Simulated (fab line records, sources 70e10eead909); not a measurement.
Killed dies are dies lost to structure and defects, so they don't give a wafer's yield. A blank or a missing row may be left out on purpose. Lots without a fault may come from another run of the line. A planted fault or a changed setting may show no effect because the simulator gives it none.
fab line records | flow nand_harc
record lots=6 wafers=18 last_day=32
route steps=1302 shown P_GATE@155 END@1302
lots that met no fault: from a run of the same line without faults
start_h: hours from the record's first day to the start of the lot's first wafer shown | wait_h: hours since the lot's step before | " the same as in the row above | L1.1+2: a row that stands for several wafers | - no value, or no start given | * or withheld: withheld | < > ~ a bound
route shown NAME@n: a module of which the file shows steps, and the number in the route of the first | usual: mean/standard deviation of fault-free wafers | same: alike in all rows | chamber/n: place in a boat | sites: the reading at each site | _std_site: their standard deviation | _edge_site: outer sites' mean less inner sites' | radius_mm: how far each site lies from the wafer's centre | mask NAME#n: copy n | behind: the tool/chamber that last shaped the wafer | hold: why the lot was held/for how many hours/how that ended | device: the transistor (n, p or np) that didn't switch | end of line: the same wafers' tests at the end of the route | a step without rows: its recipe alone | killed: dies lost to structure and defects at the first sort, not the wafer's yield | map: a wafer's dies, x killed, . not, _ none there
set.NAME: the setting as run; set.NAME@STEP: as run at that earlier step | model.NAME: the simulator's own value behind a step, which no gauge read
lots at some steps of the route; a table a step, a row a wafer
services: from which hour (start_h, from the record's first day; less than 0 if before it) a tool's chamber was out of use, for how many hours, and why
## steps
# step NHARC_P_GATE_ALD_36
# recipe target_thk_a=200 pulse_time_s=60 ald_cycles=223 temp_c=400 material=SiNx
# usual heater_power_w=796/47 precursor_pulse_height_rel=1.001/0.02
# columns lot.wafer tool chamber start_h wait_h heater_power_w precursor_pulse_height_rel
L305.1 ald_sin-01 3 172.96 - 790 1.025
L305.4 " 1 175.11 - 738 1.010
L305.5 " 0 178.34 - 824 1.014
L308.3 ald_sin-01 1 197.57 - 743 1.010
L308.1 " 0 200.70 - 836 1.002
L308.5 " 2 202.79 - 849 1.009
L309.2 ald_sin-04 1 210.66 - 806 1.000
L309.4 " 2 211.72 - 783 1.003
L309.1 " 3 212.78 - 768 1.003
L311.3 ald_sin-01 1 227.05 - 773 0.999
L311.1 " 2 228.10 - 871 0.966
L311.6 " 0 230.21 - 810 0.977
L317.3 ald_sin-01 1 288.75 - 752 1.004
L317.4 " 2 289.82 - 852 0.996
L317.5 " 3 290.90 - 785 1.012
L318.3 ald_sin-03 2 298.11 - 857 1.000
L318.4 " 1 301.31 - 812 1.008
L318.5 " 3 303.45 - 704 1.016
# step NHARC_P_GATE_ETCHBACK_37
# recipe target_depth_a=345 time_s=17.2 chf3_flow_sccm=50 o2_flow_sccm=10 ar_flow_sccm=200 rf_w=500 bias_w=200 chemistry=CHF3/O2
# usual chamber_pressure_mTorr=25.003/0.022 drypump_motor_current_A=5.8/0.45 oes_product_au=0.96/0.035 rf_vpp_V=370.6/2 showerhead_plenum_p_Torr=2.41/0.083 throttle_valve_pct=20.573/0.0089
# columns lot.wafer tool chamber start_h wait_h chamber_pressure_mTorr drypump_motor_current_A oes_product_au rf_hours_counter_h rf_vpp_V showerhead_plenum_p_Torr throttle_valve_pct
L305.1 rie_diel-08 0 - - 25.022 5.3 1.01 9 367.9 2.30 20.576
L305.5 " 0 " " 25.012 5.4 1.00 - 369.2 2.30 20.573
L305.4 " 1 " " 25.037 5.2 1.03 - 372.8 2.54 20.577
L308.1 rie_diel-08 2 - - 24.990 4.9 1.01 0 369.5 2.34 20.575
L308.3 " 1 " " 25.015 5.2 1.00 0 374.1 2.54 20.590
L308.5 " 3 " " 24.971 6.5 0.99 - 369.0 2.37 20.570
L309.4 rie_diel-04 1 - - 24.973 6.2 0.92 2 370.9 2.42 20.562
L309.2 " 2 " " 25.003 6.2 0.94 3 369.8 2.33 20.559
L309.1 " 3 " " 24.989 5.3 0.94 2 370.3 2.40 20.584
L311.1 rie_diel-07 3 - - 25.021 6.1 0.99 5 366.0 2.24 20.577
L311.3 " 2 " " 24.988 6.3 0.98 5 371.2 2.43 20.564
L311.6 " 0 " " 24.979 5.6 0.98 - 372.2 2.48 20.560
L317.4 rie_diel-04 1 - - 24.992 6.3 0.96 9 368.5 2.42 20.558
L317.3 " 2 " " 24.995 6.2 1.01 9 368.4 2.33 20.578
L317.5 " 0 " " 25.017 5.8 0.96 - 372.5 2.46 20.577
L318.4 rie_diel-08 1 - - 25.034 5.2 0.91 4 374.2 2.54 20.570
L318.3 " 2 " " 25.000 4.9 0.93 5 370.0 2.34 20.585
L318.5 " 2 " " 24.986 4.9 0.93 - 369.0 2.34 20.566
# step NHARC_P_GATE_STRIP_101
# recipe time_s=20 o2_flow_sccm=500 ar_flow_sccm=0 bias_w=0 chemistry=O2
# usual chamber_pressure_mTorr=59.99/0.056 drypump_motor_current_A=5.8/0.45 oes_product_au=1.001/0.016 rf_vpp_V=57.8/0.87 showerhead_plenum_p_Torr=3.54/0.12 throttle_valve_pct=17.036/0.0093
# columns lot.wafer tool chamber start_h wait_h chamber_pressure_mTorr drypump_motor_current_A oes_product_au rf_hours_counter_h rf_vpp_V showerhead_plenum_p_Torr throttle_valve_pct
L305.1 rie_diel-08 1 182.72 0.1 60.07 5.2 1.020 11 58.7 3.72 17.013
L305.4 " 0 " " 59.95 5.3 0.994 - 57.7 3.38 17.028
L305.5 " 1 " " 59.95 5.2 1.015 - 57.8 3.72 17.008
L308.1 rie_diel-08 3 207.10 0.1 59.93 6.5 1.001 0 57.7 3.48 17.022
L308.3 " 0 " " 59.97 5.4 1.016 0 58.8 3.38 17.054
L308.5 " 3 " " 60.04 6.5 1.001 - 57.7 3.48 17.040
L309.4 rie_diel-04 0 219.23 0.1 59.97 5.8 0.972 2 58.4 3.61 17.051
L309.1 " 1 " " 59.95 6.3 0.997 2 58.6 3.55 17.048
L309.2 " 3 " " 59.95 5.4 1.014 2 58.0 3.53 17.054
L311.1 rie_diel-07 2 235.58 0.1 59.96 6.2 0.981 5 57.1 3.56 17.025
L311.3 " 3 " " 60.03 6.1 0.988 5 57.8 3.30 17.047
L311.6 " 2 " " 59.93 6.2 0.979 - 57.9 3.56 17.041
L317.4 rie_diel-04 2 296.32 0.1 59.97 6.2 1.018 9 56.1 3.42 17.037
L317.3 " 0 " " 60.04 5.8 0.955 9 57.9 3.61 17.034
L317.5 " 3 " " 59.96 5.4 1.006 - 59.2 3.52 17.034
L318.4 rie_diel-08 2 307.79 0.1 60.07 4.9 1.018 5 57.7 3.44 17.044
L318.3 " 3 " " 59.93 6.5 1.002 5 58.0 3.48 17.041
L318.5 " 1 " " 59.94 5.2 1.006 - 58.4 3.72 17.038
# step NHARC_P_GATE_PRECLEAN_97
# recipe time_s=600 temp_c=120 chemistry=SPM
# step NHARC_P_GATE_SRD_98
# step NHARC_P_GATE_PRECLEAN_99
# recipe time_s=* temp_c=50 bath_age_min=0 chemistry=SC1
# step NHARC_P_GATE_SRD_100
# step NHARC_P_GATE_DEHYDRATE_38
# recipe temp_c=150 time_s=120
# step NHARC_P_GATE_HMDS_39
# recipe time_s=30
# step NHARC_P_GATE_COAT_40
# recipe spin_rpm=3000
# step NHARC_P_GATE_SOFTBAKE_41
# recipe temp_c=122 time_s=95
# step NHARC_P_GATE_EBR_42
# step NHARC_P_GATE_EXPOSE_43
# recipe na=0.6 target_cd_nm=720 dose_mj=14.81 mask_id=P_NSD
# usual exposure_dose_mJ_cm2=14.812/0.015
# columns lot.wafer tool chamber start_h wait_h mask exposure_dose_mJ_cm2
L305.1 krf_scanner-02 0 183.48 - P_NSD#0 14.807
L305.4 " 0 " " P_NSD#0 14.813
L305.5 " 0 " " P_NSD#0 14.823
L308.1 krf_scanner-02 0 207.87 - P_NSD#0 19.556
L308.3 " 0 " " P_NSD#0 19.579
L308.5 " 0 " " P_NSD#0 19.567
L309.1 krf_scanner-02 0 219.89 - P_NSD#0 19.580
L309.2 " 0 " " P_NSD#0 19.580
L309.4 " 0 " " P_NSD#0 19.571
L311.1 krf_scanner-04 0 236.41 - P_NSD#0 14.828
L311.3 " 0 " " P_NSD#0 14.783
L311.6 " 0 " " P_NSD#0 14.813
L317.3 krf_scanner-04 0 297.10 - P_NSD#0 14.792
L317.4 " 0 " " P_NSD#0 14.809
L317.5 " 0 " " P_NSD#0 14.807
L318.3 krf_scanner-04 0 308.44 - P_NSD#0 14.820
L318.4 " 0 " " P_NSD#0 14.813
L318.5 " 0 " " P_NSD#0 14.825
# step NHARC_P_GATE_PEB_44
# recipe peb_temp_c=118 peb_time_s=85
# step NHARC_P_GATE_DEVELOP_45
# recipe time_s=70
# step NHARC_P_GATE_CD_MEAS_46
# recipe target_cd_nm=720 landing_energy_ev=500
# usual cd_nm=720.3/2.2
# columns lot.wafer tool chamber start_h wait_h hold cd_nm
L305.1 cd_sem-02 0 183.63 - - 721.7
L305.4 " 0 " " - 721.8
L305.5 " 0 " " - 717.7
L308.1 cd_sem-02 0 208.03 - await_dispo/0.2h/release 768.6
L308.3 " 0 " " await_dispo/0.2h/release 767.9
L308.5 " 0 " " await_dispo/0.2h/release 768.9
L308.1 cd_sem-02 0 - - - 768.7
L308.3 " 0 " " - 767.8
L308.5 " 0 " " - 768.6
L309.1 cd_sem-01 0 220.05 - await_dispo/0.2h/release 766.7
L309.2 " 0 " " await_dispo/0.2h/release 767.6
L309.4 " 0 " " await_dispo/0.2h/release 769.3
L309.1 cd_sem-01 0 - - - 767.0
L309.2 " 0 " " - 767.8
L309.4 " 0 " " - 769.4
L311.1 cd_sem-01 0 236.57 - - 725.1
L311.3 " 0 " " - 723.9
L311.6 " 0 " " - 726.3
L317.3 cd_sem-03 0 297.24 - - 718.3
L317.4 " 0 " " - 718.4
L317.5 " 0 " " - 718.6
L318.3 cd_sem-02 0 308.59 - - 720.1
L318.4 " 0 " " - 722.7
L318.5 " 0 " " - 719.8
# step NHARC_P_GATE_DESCUM_48
# recipe time_s=3 o2_flow_sccm=200 ar_flow_sccm=0 bias_power_w=0 chemistry=O2
# usual chamber_pressure_mTorr=60.01/0.12 drypump_motor_current_A=5.7/0.51 oes_product_au=1.003/0.016 rf_vpp_V=57.8/0.8 showerhead_plenum_p_Torr=1.92/0.071 throttle_valve_pct=11.311/0.0093
# columns lot.wafer tool chamber start_h wait_h chamber_pressure_mTorr drypump_motor_current_A oes_product_au rf_hours_counter_h rf_vpp_V showerhead_plenum_p_Torr throttle_valve_pct model.P_GATE.cd_nm
L305.1 rie_diel-08 1 183.79 - 60.08 5.2 1.024 11 59.3 2.03 11.297 721.5
L305.4 " 3 " " 59.95 6.5 1.000 - 58.4 1.89 11.317 721.7
L305.5 " 0 " " 59.97 5.3 0.999 - 58.6 1.83 11.320 717.8
L308.1 rie_diel-07 0 214.22 - 60.01 5.6 1.000 3 58.5 1.98 11.293 767.4
L308.3 " 1 " " 60.04 6.0 1.017 4 57.7 2.03 11.316 767.3
L308.5 " 3 " " 59.96 6.1 0.997 - 56.2 1.78 11.317 768.2
L309.2 rie_diel-08 2 229.43 - 59.99 4.9 1.009 0 56.9 1.87 11.303 768
L309.1 " 3 " " 59.96 6.5 1.002 0 57.6 1.89 11.321 766.8
L309.4 " 0 " " 60.00 5.3 1.014 0 57.6 1.83 11.304 769.2
L311.3 rie_diel-08 2 236.73 - 60.04 4.9 1.015 2 57.7 1.86 11.321 724.6
L311.1 " 3 " " 60.01 6.5 0.991 1 57.7 1.89 11.308 725.1
L311.6 " 2 " " 59.91 5.0 1.013 - 57.9 1.86 11.291 727.1
L317.3 rie_diel-04 1 297.41 - 59.96 6.3 0.981 9 58.7 1.92 11.334 718.6
L317.4 " 2 " " 60.05 6.2 1.019 9 58.5 1.85 11.296 718.6
L317.5 " 1 " " 59.98 6.2 0.997 - 58.2 1.92 11.314 719.1
L318.4 rie_diel-07 3 308.74 - 59.93 6.1 0.989 1 57.3 1.78 11.298 723.1
L318.3 " 0 " " 59.97 5.6 0.990 1 58.8 1.98 11.316 718.9
L318.5 " 0 " " 60.00 5.6 0.995 - 58.0 1.98 11.312 719.4
# step NHARC_P_GATE_IMPLANT_49
# recipe energy_kev=30 dose_cm2=3e+15 tilt_deg=7
# step NHARC_END_SORT_01
# recipe temp_c=25
# usual killed_at_array=54/20 killed_at_other=0.7/0.94 killed_at_periphery=3.8/2.7 killed_dies=59/20 killed_open=3.5/1.9 killed_short=2.5/1.6
# same gross_dies=677
# columns lot.wafer tool chamber start_h wait_h killed_at_array killed_at_other killed_at_periphery killed_dies killed_open killed_short
L308.1 prober-02 0 678.37 2.5 91 0 0 91 4 1
L308.3 prober-02 0 679.98 3.1 83 0 7 90 7 2
L308.5 prober-02 0 681.59 3.7 84 2 2 88 4 2
L309.1 prober-01 0 726.50 2.5 36 1 7 44 2 3
L309.2 prober-01 0 727.30 2.8 33 0 6 39 1 1
L309.4 prober-01 0 728.91 3.4 42 1 7 50 5 1
L318.5 prober-01 0 765.36 3.7 28 0 3 31 4 3
# killed by level:class
L308.1 A_SLIT:chamber_film_flake=36 A_CHANNEL_HOLE_D1:chamber_film_flake=31 A_CONTACT:chamber_film_flake=6 A_STAIRCASE:chamber_film_flake=4 A_CHANNEL_FILL_D1:chamber_film_flake=3 A_CHANNEL_HOLE_D2:chamber_film_flake=3 A_CHANNEL_HOLE_D1:geometric_particle:open=1 A_CHANNEL_FILL_D1:geometric_particle:open=1
L308.3 A_SLIT:chamber_film_flake=30 A_CHANNEL_HOLE_D1:chamber_film_flake=29 A_CONTACT:chamber_film_flake=5 A_CHANNEL_HOLE_D2:chamber_film_flake=4 A_STAIRCASE:chamber_film_flake=4 A_DECK1_JOINT:geometric_particle:open=3 P_M0:geometric_particle:open=2 P_M0:chamber_film_flake=2
L308.5 A_SLIT:chamber_film_flake=34 A_CHANNEL_HOLE_D1:chamber_film_flake=31 A_CHANNEL_HOLE_D2:chamber_film_flake=5 A_CONTACT:chamber_film_flake=5 A_STAIRCASE:chamber_film_flake=2 A_WL_FILL:chamber_film_flake=2 P_STI:geometric_particle:short=1 A_SOURCE_PLATE:geometric_particle:open=1
L309.1 A_CHANNEL_HOLE_D2:chamber_film_flake=21 P_CONTACT:chamber_film_flake=6 A_CHANNEL_HOLE_D1:chamber_film_flake=5 A_ONON_D1:geometric_particle:short=2 A_CONTACT:chamber_film_flake=2 A_CHANNEL_HOLE_D1:geometric_particle:short=1 A_CHANNEL_FILL_D2:geometric_particle:open=1 A_M0:geometric_particle:open=1
L309.2 A_CHANNEL_HOLE_D2:chamber_film_flake=11 A_CHANNEL_HOLE_D1:chamber_film_flake=7 A_STAIRCASE:chamber_film_flake=5 A_SLIT:chamber_film_flake=4 P_CONTACT:chamber_film_flake=3 A_WL_FILL:chamber_film_flake=3 P_GATE:chamber_film_flake=2 A_DECK1_JOINT:geometric_particle:short=1
L309.4 A_CHANNEL_HOLE_D2:chamber_film_flake=15 A_CHANNEL_HOLE_D1:chamber_film_flake=7 A_SLIT:chamber_film_flake=6 A_BLC:chamber_film_flake=4 P_GATE:chamber_film_flake=3 P_CONTACT:chamber_film_flake=3 A_WL_FILL:chamber_film_flake=2 A_CHANNEL_HOLE_D1:geometric_particle:short=1
L318.5 A_CHANNEL_HOLE_D1:chamber_film_flake=14 A_SLIT:chamber_film_flake=6 P_M0:geometric_particle:open=2 A_CHANNEL_FILL_D1:geometric_particle:short=2 A_CHANNEL_HOLE_D1:geometric_particle:short=1 A_CHANNEL_HOLE_D2:geometric_particle:open=1 A_CONTACT:chamber_film_flake=1 A_M0:geometric_particle:open=1
## services
# columns tool chamber start_h hours kind
rie_diel-04 3 152.06 3.6 repair
krf_scanner-04 - 155.12 6.1 repair
rie_diel-07 0 169.16 5.7 repair
ald_sin-03 - 170.00 10.0 pm
rie_diel-04 - 178.47 9.0 pm
rie_diel-08 2 181.54 8.8 repair
krf_scanner-04 - 184.94 4.0 pm
rie_diel-08 - 190.86 9.0 pm
rie_diel-07 0 193.09 6.3 repair
ald_sin-03 2 200.60 3.0 repair
rie_diel-04 1 203.54 13.0 repair
ald_sin-01 - 212.00 10.0 pm
rie_diel-04 2 235.21 8.3 repair
rie_diel-07 - 243.73 0.5 repair
ald_sin-04 3 251.88 2.5 repair
ald_sin-04 - 254.00 10.0 pm
krf_scanner-02 - 266.00 4.0 pm
krf_scanner-04 - 273.51 4.8 repair
rie_diel-08 1 274.08 4.2 repair
ald_sin-03 0 275.08 7.9 repair
krf_scanner-02 - 279.96 1.1 repair
rie_diel-07 - 294.20 9.0 pm
ald_sin-04 - 303.48 1.3 repair
ald_sin-01 - 303.87 0.6 repair
## key
first_sign step=NHARC_P_GATE_EXPOSE_43 reading=exposure_dose_mJ_cm2 direction=up sigmas=99+ usual=14.812 struck=19.572
effect step=NHARC_P_GATE_CD_MEAS_46 reading=visit direction=added
effect step=NHARC_P_GATE_CD_MEAS_46 reading=cd_nm direction=up sigmas=22 usual=720.3 struck=768.1
model_effect step=NHARC_P_GATE_DESCUM_48 value=P_GATE.cd_nm without=720.2 struck=767.8
met_at NHARC_P_GATE_EXPOSE_43
struck_wafers L308.1,L308.3,L308.5,L309.1,L309.2,L309.4
tester_left_out L308,L309
onset_between 183.48 207.87
fault kind=process_parameter_drift tool=krf_scanner-02 chamber=- onset_h=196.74 steps=NHARC_P_GATE_EXPOSE_43 channel=dose_mj offset=4.7482 shape=step acts_in=these_recipes_only stated=14.81
# tester_left_out: of these lots the tester's yield and bins aren't shown, on N5 and GAA mostly nor the transistor test; their killed dies are dies lost to structure and defects alone, not to doping, threshold or leakage, so they don't give the yield
